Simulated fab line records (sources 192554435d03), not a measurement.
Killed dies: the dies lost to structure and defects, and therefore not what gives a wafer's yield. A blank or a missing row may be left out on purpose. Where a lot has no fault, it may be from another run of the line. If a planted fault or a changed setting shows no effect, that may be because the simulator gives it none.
fab line records -- flow n5-finfet
record: lots: 6, wafers: 16, last-day: 17
route steps=1938 shown BEOL_M0_SAQP@693 BEOL_M0_CUTY@701 BEOL_M4@1111 PASSIVATION@1936
lots that met no fault: from a run of the same line without faults
start-h: hours from the record's opening day to when the first of the lot's shown wafers began -- wait-h: how many hours have passed since the lot's step before this one -- " same as the row above -- L1.1+2: one row covering several wafers at once -- - value missing, or start not given -- * or withheld: withheld -- < > ~ a bound
route shown NAME@n: a module of which the file shows steps, and the number in the route of the first -- usual: the fault-free wafers' mean and standard deviation -- same: alike in all rows -- chamber/n: place in a boat -- sites: per-site readings -- _std_site: how widely they spread, as a standard deviation -- _edge_site: mean of outer sites minus mean of inner sites -- radius-mm: how far each site lies from the wafer's centre -- mask NAME#n: copy n -- behind: the last tool/chamber to shape the wafer -- hold: reason for holding the lot/hours on hold/outcome of the hold -- device: which transistor (n, p or np) failed to switch -- end of line: tests of these same wafers at the route's end -- a step with no rows: only its recipe -- killed: dies that structure and defects cost at the first sort, which is not the same as the wafer's yield -- map: dies across one wafer; x = killed, . = not, _ = none there
set.NAME: the setting that was run; set.NAME@STEP: the one run at that earlier step -- model.NAME: the simulator's own value behind a step, which no gauge read
lots at selected steps of the route; one table per step, one row per wafer
services: a tool's chamber out of use, with start hour (start-h, from the record's first day; less than 0 if before it), hours out, and reason
== steps ==
step: N5_BEOL_M0_SAQP_ETCH_88
recipe: chemistry: N2/H2, target: underlayer, target-depth-a: 65, time-s: 5.2, ion-energy-ev: 200, mask-material: CAR-EUV, pressure-mtorr: 30, source-w: 840, bias-w: 150, n2-flow-sccm: 200, h2-flow-sccm: 200, ends: cleared
usual: drypump-motor-current-A: 5.7/0.44, etch-rf-on-time-s: 5.20/0.11, oes-product-au: 0.65/0.071, rf-vpp-V: 523.6/2.6, showerhead-plenum-p-Torr: 2.53/0.082, throttle-valve-pct: 17.91/0.28
lot.wafer,tool,chamber,start-h,wait-h,drypump-motor-current-A,etch-rf-on-time-s,oes-product-au,rf-hours-counter-h,rf-vpp-V,showerhead-plenum-p-Torr,throttle-valve-pct
L524.2,rie-diel-01,1,144.66,0.0,6.0,5.11,0.78,22,524.9,2.58,17.39
L524.4,rie-diel-01,3,144.66,0.0,5.8,5.37,0.62,-,522.3,2.44,17.81
L524.5,rie-diel-01,0,144.66,0.0,5.3,5.34,0.59,-,525.0,2.60,18.19
L529.2,rie-diel-04,3,167.09,0.0,5.9,5.12,0.62,213,521.3,2.51,18.23
L529.5,rie-diel-04,2,167.09,0.0,5.7,5.27,0.61,-,525.6,2.64,17.53
L529.6,rie-diel-04,0,167.09,0.0,4.7,5.13,0.60,-,520.7,2.42,18.21
L535.2,rie-diel-04,0,206.30,0.0,4.7,5.09,0.60,210,519.5,2.42,18.23
L535.4,rie-diel-04,1,206.30,0.0,6.1,5.02,0.83,9,522.5,2.50,17.59
L536.1,rie-diel-03,3,212.93,0.0,5.3,5.26,0.63,190,523.1,2.62,17.90
L536.4,rie-diel-03,0,212.93,0.0,5.7,5.37,0.60,156,527.7,2.66,18.17
L541.1,rie-diel-03,3,239.36,0.0,5.2,5.21,0.63,200,525.6,2.62,17.92
L541.4,rie-diel-03,0,239.36,0.0,5.7,5.26,0.62,165,526.4,2.66,18.20
L541.6,rie-diel-03,2,239.36,0.0,5.5,5.23,0.63,-,520.5,2.42,18.14
L543.2,rie-diel-03,2,247.69,0.0,5.5,5.23,0.61,190,519.7,2.42,18.17
L543.4,rie-diel-03,3,247.69,0.0,5.3,5.18,0.62,202,524.8,2.62,17.90
L543.6,rie-diel-03,1,247.69,0.0,5.8,5.23,0.63,-,521.8,2.51,18.01
step: N5_BEOL_M0_SAQP_ETCH_73
recipe: chemistry: CF4, target: SiARC, target-depth-a: 195, mask-material: CAR-EUV, time-s: 32.5, ion-energy-ev: 80, pressure-mtorr: 40, source-w: 545, bias-w: 36, Ar_flow_sccm: 100, cf4-flow-sccm: 100, ends: cleared
usual: drypump-motor-current-A: 5.6/0.44, etch-rf-on-time-s: 32.6/0.58, oes-product-au: 0.65/0.071, rf-vpp-V: 184.0/1.1, showerhead-plenum-p-Torr: 2.14/0.064, throttle-valve-pct: 15.69/0.27
lot.wafer,tool,chamber,start-h,wait-h,drypump-motor-current-A,etch-rf-on-time-s,oes-product-au,rf-hours-counter-h,rf-vpp-V,showerhead-plenum-p-Torr,throttle-valve-pct
L524.2,rie-diel-01,1,144.68,0.0,6.0,32.3,0.77,22,184.8,2.18,15.19
L524.4,rie-diel-01,3,144.68,0.0,5.8,33.7,0.61,-,183.3,2.06,15.60
L524.5,rie-diel-01,0,144.68,0.0,5.3,32.9,0.60,-,183.7,2.19,16.03
L529.2,rie-diel-04,3,167.11,0.0,5.9,32.0,0.62,213,183.2,2.13,16.13
L529.5,rie-diel-04,2,167.11,0.0,5.7,32.8,0.62,-,184.8,2.21,15.32
L529.6,rie-diel-04,0,167.11,0.0,4.7,32.3,0.60,-,183.8,2.03,15.75
L535.2,rie-diel-04,0,206.32,0.0,4.7,32.2,0.59,211,182.7,2.03,15.76
L535.4,rie-diel-04,1,206.32,0.0,6.1,31.6,0.83,9,183.9,2.12,15.41
L536.1,rie-diel-03,3,212.95,0.0,5.2,32.5,0.63,190,185.5,2.22,15.92
L536.4,rie-diel-03,0,212.95,0.0,5.6,33.1,0.61,156,186.4,2.22,15.86
L541.1,rie-diel-03,3,239.37,0.0,5.2,32.1,0.62,200,185.2,2.22,15.91
L541.4,rie-diel-03,0,239.37,0.0,5.6,32.8,0.60,165,183.8,2.22,15.86
L541.6,rie-diel-03,2,239.37,0.0,5.5,32.4,0.62,-,184.0,2.06,15.96
L543.2,rie-diel-03,2,247.71,0.0,5.5,32.9,0.63,190,184.7,2.06,15.98
L543.4,rie-diel-03,3,247.71,0.0,5.2,32.6,0.63,202,185.1,2.22,15.94
L543.6,rie-diel-03,1,247.71,0.0,5.8,33.3,0.62,-,185.2,2.14,15.83
step: N5_BEOL_M0_SAQP_CUT_ETCH_46
recipe: chemistry: N2/H2, target: SOC, target-depth-a: 1350, overetch-a: 270, temp-c: 40, time-s: 202.5, ion-energy-ev: 200, mask-material: SiARC, pressure-mtorr: 30, source-w: 840, bias-w: 150, n2-flow-sccm: 200, h2-flow-sccm: 200
step: N5_BEOL_M0_SAQP_STRIP_74
recipe: chemistry: N2/H2, temp-c: 40, n2-flow-sccm: 200, h2-flow-sccm: 200, rf-frequency-hz: 6e+07
step: N5_BEOL_M0_SAQP_STRIP_89
recipe: chemistry: N2/H2, temp-c: 40, n2-flow-sccm: 200, h2-flow-sccm: 200, rf-frequency-hz: 6e+07
step: N5_BEOL_M0_SAQP_ALD_48
recipe: material: SiO2, target-thk-a: 200, temp-c: 100, ald-precursor-family: BDEAS, ald-co-reactant: O2-plasma, pulse-time-s: 1, co-reactant-pulse-time-s: 1, purge-time-s: 2, co-reactant-purge-time-s: 2, ald-cycles: 139, pressure-torr: 2
usual: heater-power-w: 75/7.2, precursor-pulse-height-rel: 0.998/0.021
lot.wafer,tool,chamber,start-h,wait-h,heater-power-w,precursor-pulse-height-rel
L524.2,ald-sin-01,0,144.97,0.1,74,1.012
L524.4,ald-sin-01,2,144.97,0.1,73,0.975
L524.5,ald-sin-01,0,144.97,0.1,72,0.994
L529.2,ald-sin-01,2,167.34,0.0,73,0.994
L529.5,ald-sin-01,2,167.34,0.0,71,0.990
L529.6,ald-sin-01,1,167.34,0.0,72,0.985
L535.2,ald-sin-01,1,206.55,0.0,75,0.985
L535.4,ald-sin-01,0,206.55,0.0,72,1.022
L536.1,ald-sin-01,1,213.18,0.0,74,0.997
L536.4,ald-sin-01,0,213.18,0.0,73,1.015
L541.1,ald-sin-04,1,239.61,0.0,78,1.026
L541.4,ald-sin-04,3,239.61,0.0,71,0.984
L541.6,ald-sin-04,0,239.61,0.0,75,1.052
L543.2,ald-sin-04,3,247.94,0.0,70,1.005
L543.4,ald-sin-04,0,247.94,0.0,74,0.967
L543.6,ald-sin-04,2,247.94,0.0,95,1.000
step: N5_BEOL_M0_SAQP_ETCH_49
recipe: chemistry: CF4/O2, target-depth-a: 370, target: SiO2, pressure-mtorr: 40, source-w: 535, bias-w: 49, Ar_flow_sccm: 100, cf4-flow-sccm: 100, O2_flow_sccm: 10, ion-energy-ev: 100
usual: drypump-motor-current-A: 5.6/0.42, oes-product-au: 0.75/0.081, rf-vpp-V: 240/3.8, showerhead-plenum-p-Torr: 2.21/0.066, throttle-valve-pct: 15.94/0.26
lot.wafer,tool,chamber,start-h,wait-h,drypump-motor-current-A,oes-product-au,rf-hours-counter-h,rf-vpp-V,showerhead-plenum-p-Torr,throttle-valve-pct
L524.2,rie-diel-04,1,145.49,0.3,6.0,0.68,253,244,2.19,16.15
L524.4,rie-diel-04,2,145.49,0.3,5.7,0.74,-,239,2.28,15.52
L524.5,rie-diel-04,0,145.49,0.3,4.7,0.70,-,242,2.10,15.94
L529.2,rie-diel-01,0,167.87,0.3,5.3,0.68,244,232,2.25,16.29
L529.5,rie-diel-01,1,167.87,0.3,6.0,0.90,-,245,2.24,15.44
L529.6,rie-diel-01,2,167.87,0.3,6.3,0.73,-,234,2.20,15.95
L535.2,rie-diel-04,1,207.08,0.3,6.0,0.96,9,244,2.18,15.65
L535.4,rie-diel-04,3,207.08,0.3,5.9,0.70,227,242,2.19,16.37
L536.1,rie-diel-01,0,213.77,0.3,5.3,0.99,2,233,2.25,15.80
L536.4,rie-diel-01,3,213.77,0.3,5.8,0.72,-,240,2.11,15.89
L541.1,rie-diel-03,1,240.22,0.4,5.8,0.73,201,241,2.20,16.05
L541.4,rie-diel-03,0,240.22,0.4,5.6,0.72,165,241,2.28,16.12
L541.6,rie-diel-03,3,240.22,0.4,5.2,0.73,-,242,2.28,16.19
L543.2,rie-diel-03,1,248.47,0.3,5.8,0.73,203,242,2.20,16.06
L543.4,rie-diel-03,3,248.47,0.3,5.2,0.73,202,240,2.28,16.16
L543.6,rie-diel-03,0,248.47,0.3,5.7,0.72,-,242,2.28,16.13
step: N5_BEOL_M0_SAQP_STRIP_75
recipe: chemistry: CF4, resist: SiARC, power-w: 300, bias-power-w: 75, pressure-mtorr: 50, cf4-flow-sccm: 150, rf-frequency-hz: 6e+07
usual: drypump-motor-current-A: 5.6/0.42, oes-product-au: 0.175/0.018, power-w: 299.9/0.93, rf-vpp-V: 271.1/1.4, showerhead-plenum-p-Torr: 1.79/0.055, throttle-valve-pct: 13.68/0.26
lot.wafer,tool,chamber,start-h,wait-h,drypump-motor-current-A,oes-product-au,power-w,rf-hours-counter-h,rf-vpp-V,showerhead-plenum-p-Torr,throttle-valve-pct
L524.2,rie-diel-04,1,145.59,0.1,6.1,0.163,301.2,253,270.9,1.78,13.89
L524.4,rie-diel-04,2,145.59,0.1,5.7,0.173,301.0,-,271.5,1.85,13.31
L524.5,rie-diel-04,0,145.59,0.1,4.7,0.160,300.0,-,268.5,1.70,13.66
L529.2,rie-diel-01,0,167.97,0.1,5.3,0.162,300.3,244,273.1,1.85,14.10
L529.5,rie-diel-01,1,167.97,0.1,6.0,0.209,299.5,-,271.0,1.83,13.18
L529.6,rie-diel-01,2,167.97,0.1,6.3,0.175,300.6,-,270.8,1.79,13.69
L535.2,rie-diel-04,1,207.18,0.1,6.1,0.224,300.6,9,272.0,1.77,13.34
L535.4,rie-diel-04,3,207.18,0.1,6.0,0.166,300.1,227,271.1,1.78,14.14
L536.1,rie-diel-01,0,213.87,0.1,5.3,0.228,301.5,2,272.2,1.84,13.55
L536.4,rie-diel-01,3,213.87,0.1,5.8,0.168,300.9,-,270.0,1.72,13.64
L541.1,rie-diel-03,1,240.32,0.1,5.7,0.172,300.1,201,271.0,1.79,13.78
L541.4,rie-diel-03,0,240.32,0.1,5.7,0.164,298.5,165,271.5,1.85,13.86
L541.6,rie-diel-03,3,240.32,0.1,5.2,0.166,299.7,-,272.7,1.85,13.90
L543.2,rie-diel-03,1,248.57,0.1,5.8,0.167,299.4,203,270.6,1.78,13.79
L543.4,rie-diel-03,3,248.57,0.1,5.2,0.168,299.5,202,273.1,1.85,13.90
L543.6,rie-diel-03,0,248.57,0.1,5.6,0.159,300.6,-,273.1,1.85,13.86
step: N5_BEOL_M0_CUTY_COAT_50
recipe: resist: SiARC, temp-c: 220, time-s: 60, spin-rpm: 1500, resist-thk-nm: 15
step: N5_BEOL_M0_CUTY_COAT_51
recipe: resist: CAR-ArF-block, spin-rpm: 1500, resist-thk-nm: 150
step: N5_BEOL_M0_CUTY_EBR_52
recipe: solvent: PGMEA, ebr-width-mm: 1.5
step: N5_BEOL_M0_CUTY_SOFTBAKE_53
recipe: temp-c: 110, time-s: 60, resist: CAR-ArF-block
step: N5_BEOL_M0_CUTY_EXPOSE_54
recipe: mask-id: M0_ABLK, na: 1.35, source-shape: conventional, sigma-outer: 0.8, polarization: unpolarized, dose-mj: 36
usual: stage-vel-mm-s: 500.03/0.26
lot.wafer,tool,chamber,start-h,wait-h,mask,stage-vel-mm-s
L524.2,arfi-scanner-01,0,145.74,-,M0_ABLK#0,499.53
L524.4,arfi-scanner-01,0,145.74,-,M0_ABLK#0,499.73
L524.5,arfi-scanner-01,0,145.74,-,M0_ABLK#0,499.72
L529.2,arfi-scanner-02,0,168.12,-,M0_ABLK#0,500.09
L529.5,arfi-scanner-02,0,168.12,-,M0_ABLK#0,500.05
L529.6,arfi-scanner-02,0,168.12,-,M0_ABLK#0,499.77
L535.2,arfi-scanner-01,0,207.33,-,M0_ABLK#0,499.83
L535.4,arfi-scanner-01,0,207.33,-,M0_ABLK#0,499.97
L536.1,arfi-scanner-01,0,214.02,-,M0_ABLK#0,499.55
L536.4,arfi-scanner-01,0,214.02,-,M0_ABLK#0,499.47
L541.1,arfi-scanner-02,0,240.59,-,M0_ABLK#0,500.18
L541.4,arfi-scanner-02,0,240.59,-,M0_ABLK#0,500.01
L541.6,arfi-scanner-02,0,240.59,-,M0_ABLK#0,500.17
L543.2,arfi-scanner-02,0,248.84,-,M0_ABLK#0,500.00
L543.4,arfi-scanner-02,0,248.84,-,M0_ABLK#0,500.06
L543.6,arfi-scanner-02,0,248.84,-,M0_ABLK#0,500.03
step: N5_BEOL_M0_CUTY_PEB_55
recipe: peb-temp-c: 110, peb-time-s: 60, resist: CAR-ArF-block
step: N5_BEOL_M0_CUTY_DEVELOP_56
recipe: develop-time-s: 30, developer: TMAH, resist: CAR-ArF-block, rinse-liquid: diw, dry: air-spin, dev-temp-c: 23
step: N5_BEOL_M0_CUTY_CD_MEAS_57
recipe: target-cd-nm: 200, landing-energy-ev: 500, detector: se-inlens, polarity: line
usual: cd-nm: 200.0/0.98
lot.wafer,tool,chamber,start-h,wait-h,cd-nm
L524.2,cd-sem-03,0,145.86,-,201.2
L524.4,cd-sem-03,0,145.86,-,200.7
L524.5,cd-sem-03,0,145.86,-,200.8
L529.2,cd-sem-02,0,168.23,-,198.1
L529.5,cd-sem-02,0,168.23,-,199.5
L529.6,cd-sem-02,0,168.23,-,198.2
L535.2,cd-sem-02,0,207.45,-,173.1
L535.4,cd-sem-02,0,207.45,-,201.3
L536.1,cd-sem-03,0,214.14,-,178.4
L536.4,cd-sem-03,0,214.14,-,200.8
L541.1,cd-sem-01,0,240.72,-,199.5
L541.4,cd-sem-01,0,240.72,-,198.1
L541.6,cd-sem-01,0,240.72,-,199.6
L543.2,cd-sem-01,0,248.96,-,199.7
L543.4,cd-sem-01,0,248.96,-,199.0
L543.6,cd-sem-01,0,248.96,-,198.9
step: N5_BEOL_M0_CUTY_OVL_MEAS_58
recipe: points-per-wafer: 44
usual: M0_ABLK_OVL: -0.1/0.76
lot.wafer,tool,chamber,start-h,wait-h,M0_ABLK_OVL[nm]
L524.2,overlay-01,0,145.89,0.0,-0.7
L524.4,overlay-01,0,145.89,0.0,-0.5
L524.5,overlay-01,0,145.89,0.0,0.3
L529.2,overlay-01,0,168.26,0.0,-1.3
L529.5,overlay-01,0,168.26,0.0,-0.8
L529.6,overlay-01,0,168.26,0.0,-1.4
L535.2,overlay-01,0,207.48,0.0,-0.9
L535.4,overlay-01,0,207.48,0.0,0.2
L536.1,overlay-02,0,214.17,0.0,-0.5
L536.4,overlay-02,0,214.17,0.0,-0.3
L541.1,overlay-02,0,240.75,0.0,-0.7
L541.4,overlay-02,0,240.75,0.0,-1.6
L541.6,overlay-02,0,240.75,0.0,-1.4
L543.2,overlay-01,0,248.99,0.0,-0.7
L543.4,overlay-01,0,248.99,0.0,-0.6
L543.6,overlay-01,0,248.99,0.0,-1.1
step: N5_BEOL_M4_RC_MEAS_101
usual: DIBL_N: 35.9/1.6, DIBL_P: 35.6/2.1, IOFF_N: 0.149/0.029, IOFF_P: 0.20/0.033, ION_N: 671/11, ION_P: 460/7.3, SS_N: 71.4/0.62, SS_P: 73.2/0.65, VT_N: 251/3.1, VT_P: -251/3.4
lot.wafer,tool,chamber,start-h,wait-h,DIBL_N[mV/V],DIBL_P[mV/V],IOFF_N[nA/um],IOFF_P[nA/um],ION_N[uA/um],ION_P[uA/um],SS_N[mV/dec],SS_P[mV/dec],VT_N[mV],VT_P[mV]
L524.2,prober-02,0,193.12,0.2,36.4,37.4,0.163,0.22,670,460,71.7,73.4,249,-250
L524.4,prober-02,0,193.12,0.2,34.3,35.2,0.145,0.20,671,462,70.9,73.4,251,-251
L524.5,prober-02,0,193.12,0.2,33.6,33.6,0.123,0.17,662,452,72.0,72.4,256,-255
L529.2,prober-01,0,222.77,0.2,35.2,35.6,0.148,0.20,677,470,70.5,73.3,251,-247
L529.5,prober-01,0,222.77,0.2,34.3,34.7,0.128,0.19,666,459,70.7,73.2,254,-249
L529.6,prober-01,0,222.77,0.2,34.4,34.8,0.140,0.19,675,461,71.5,73.0,252,-252
L535.2,prober-01,0,257.49,0.2,38.9,37.7,0.172,0.21,681,459,72.8,74.3,249,-253
L535.4,prober-01,0,257.49,0.2,35.8,36.1,0.137,0.18,680,466,71.0,73.4,253,-252
L536.1,prober-02,0,257.60,0.0,37.4,35.4,0.141,0.19,680,462,71.4,73.3,253,-252
L536.4,prober-02,0,257.60,0.0,36.7,35.3,0.145,0.19,672,460,70.9,73.0,251,-251
L541.1,prober-02,0,288.83,0.0,36.2,35.5,0.185,0.22,677,463,71.8,74.1,248,-250
L541.4,prober-02,0,288.83,0.0,38.2,38.7,0.225,0.28,694,476,71.9,74.4,244,-247
L541.6,prober-02,0,288.83,0.0,38.2,38.4,0.237,0.28,687,464,72.3,75.4,243,-249
L543.2,prober-02,0,303.91,0.2,39.4,39.3,0.237,0.26,691,466,73.0,74.6,247,-247
L543.4,prober-02,0,303.91,0.2,33.0,32.5,0.124,0.16,677,458,70.6,72.5,251,-251
L543.6,prober-02,0,303.91,0.2,36.5,35.8,0.169,0.20,688,464,71.6,73.4,249,-251
step: N5_PASSIVATION_PROBE_49
usual: defect-limited-yield: 90.9/1.5, killed_at_M0_to_M3: 36/9.9, killed_at_M4_up: 13/4.5, killed-at-contacts: 13/6.4, killed-at-front-end: 42/12, killed-at-other: 3.4/3, killed-dies: 107/18, killed-open: 69/13, killed-short: 35/8.2, sort_bin_5_function: 5.3/1.1, sort_bin_6_memory: 3.4/0.69, sort-n-pass: 1073/18, sort-yield-pct: 90.9/1.5
same: gross-dies: 1180, killed-at-back-side: 0, sort_bin_4_leakage[%]: 0, sort_bin_8_speed[%]: 0
lot.wafer,tool,chamber,start-h,wait-h,defect-limited-yield[%],killed_at_M0_to_M3,killed_at_M4_up,killed-at-contacts,killed-at-front-end,killed-at-other,killed-dies,killed-open,killed-short,sort_bin_5_function[%],sort_bin_6_memory[%],sort-n-pass,sort-yield-pct[%]
L536.1,prober-01,-,354.01,0.0,86.4,64,14,23,58,2,161,102,34,9.7,3.9,1019,86.4
L536.4,prober-01,-,354.16,0.2,89.7,24,10,30,53,4,121,87,29,5.8,3.6,1059,89.7
L535.2,prober-02,-,356.03,0.1,83.1,130,13,22,32,2,199,78,42,12.6,3.9,981,83.1
killed by level:class
L536.1 FIN_SAQP:geometric-particle:open=29 BEOL_M0_CUTY:area-expose=23 MOL_CONTACT_COAG:geometric-particle:open=18 BEOL_M3:geometric-particle:open=10 BEOL_M0_SAQP:geometric-particle:short=9 BEOL_M1:geometric-particle:open=6 MOL_CONTACT_COAG:geometric-particle:short=5 BEOL_M0_SAQP:geometric-particle:open=5
L536.4 MOL_CONTACT_COAG:geometric-particle:open=26 FIN_SAQP:geometric-particle:short=10 BEOL_M3:geometric-particle:open=10 FIN_SAQP:geometric-particle:open=9 STI_FIN_REVEAL:geometric-particle:open=9 BEOL_M4:geometric-particle:open=5 STARTING-WAFER:geometric-particle:open=5 HKMG_FIN:area-etch=5
L535.2 BEOL_M0_CUTY:area-expose=78 MOL_CONTACT_COAG:geometric-particle:open=13 BEOL_M3:geometric-particle:open=12 BEOL_M0_SAQP:geometric-particle:open=11 STI_FIN_REVEAL:geometric-particle:open=9 MOL_CONTACT_COAG:geometric-particle:short=9 BEOL_M1:geometric-particle:open=8 BEOL_M0_SAQP:geometric-particle:short=6
map L535.2 (x killed, . not)
_________________x.....x.....________________
______________..x.......x....x.._____________
___________......x.x..x............__________
__________x.x......................._________
________x.......xx...........x........_______
_______....x...................x..x....______
______................x.....x..........._____
_____.....................x..xx....x.....____
____..x.x.x.....x....x..............x....x___
___x...x..x.x......x..x.xx..x.......x..x.x.__
___..........x....x.x................x.x...__
__xx......x...........x............x........_
__..................x...x..x..xx...x..x....._
_..............x..x.xx..x...x...x..x.........
_x...................x..x...x.x..x..x..x.....
_....x...........x..x..xx.x.....x........x...
_......x.....x....xxx..x..xx.xx.xxx..x.x...x.
_..x.x............xxx..x.x...xx.xx.x..xxx...x
_...xx.............x...x...x.................
_..x..x........xx.x.x...xx..xxx..x.x..x.....x
_...x......x.x......x..xx.xx..x.......x..x...
__.........x..x......x.x.x.........x....x..._
__x.x.........xx.....x..x......x.....x.....x_
___......x..xx.......x.x....x.xx...x...x...__
___........x..xxx......x..........x........__
____....x..........x...........x..x.......___
_____.x........x...................x.....____
______............x.........x..........._____
_______..x..x....................x.....______
________............x...............x._______
__________.....x.xx................._________
___________.....x................x.__________
______________........x....x...._____________
_________________............________________
map L536.1 (x killed, . not)
_________________.x..........________________
______________........x........._____________
___________x.x.......x.x...........__________
__________.......x...xx....x..x....._________
________............x..xxx............_______
_______...xxx.....................x....______
______................x...x......x.....x_____
_____......x..x.........x................____
____............x....x............x.x.....___
___.x...............x..x.....x..x.x........__
___............x....xx..x.......x..x.....x.__
__...x..x..x...xx...........x..............._
__........x....x...x.....xx.........xx.....x_
_.............x.x...............x....x....x..
_.x.............x.....x.....x...........x.x..
_.......x.x.......xx..xx.x...x...x........x..
_..........................xx........x.....x.
_..x...........x....x...x.xx.x.x...x....x.x..
_........................xx...........x....x.
_.x.................xx.x.x.x...xx.......x....
_.x..........................................
__.......x.........x..x...x........x..x....._
__..x...x...x..x..............x.x.......x..._
___...x.....x.......xx....x.x.x............__
___......xx........x....x.............x...x__
____............x.........................___
_____......x.............x...........x.xx____
______......................x..x...x...x_____
_______................................______
________...................x...x.....x_______
__________....x....x..x....xx....x.._________
___________.........x...x.....xx..x__________
______________......x...x......._____________
_________________.....x...x..________________
== services ==
tool,chamber,start-h,hours,kind
rie-diel-04,3,126.58,27.6,repair
rie-diel-01,-,126.93,0.3,repair
ald-sin-01,-,134.08,0.8,pm
rie-diel-04,-,138.91,0.5,repair
arfi-scanner-02,-,148.55,1.3,pm
arfi-scanner-01,-,152.81,1.9,repair
arfi-scanner-02,-,153.50,0.8,pm
rie-diel-04,1,154.34,-,clean
rie-diel-04,1,154.34,-,consumable-replace:focus-ring
rie-diel-04,1,154.34,25.1,scheduled-down
rie-diel-04,1,154.34,25.1,vent-cycle
arfi-scanner-01,-,165.20,1.3,pm
arfi-scanner-01,-,171.05,0.8,repair
arfi-scanner-02,-,184.47,0.4,repair
rie-diel-01,0,188.11,-,clean
rie-diel-01,0,188.11,-,consumable-replace:focus-ring
arfi-scanner-02,-,192.86,3.9,pm
rie-diel-01,1,203.57,15.6,repair
arfi-scanner-02,-,213.93,1.0,pm
arfi-scanner-01,-,221.91,1.5,pm
ald-sin-01,3,232.49,1.4,repair
rie-diel-04,0,241.77,2.9,repair
rie-diel-03,3,243.02,4.6,repair
arfi-scanner-02,-,244.73,0.8,repair
== key ==
first-sign: step: N5_BEOL_M0_CUTY_CD_MEAS_57, reading: cd-nm, direction: down, sigmas: 25, usual: 200.0, struck: 175.8
effect: step: N5_PASSIVATION_PROBE_49, reading: killed_at_M0_to_M3, direction: up, sigmas: 6.2, usual: 36, struck: 97
more-kills-born-at: N5_BEOL_M0_CUTY_EXPOSE_54@arfi-scanner-01: 101
met-at N5_BEOL_M0_CUTY_EXPOSE_54
struck-wafers L535.2,L536.1
onset-between 145.74 207.33
fault: kind: process-parameter-drift, tool: arfi-scanner-01, chamber: -, onset-h: 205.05, steps: N5_BEOL_M0_CUTY_EXPOSE_54, channel: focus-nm, offset: 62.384, shape: step, end-h: 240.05, scope: struck-wafers-only
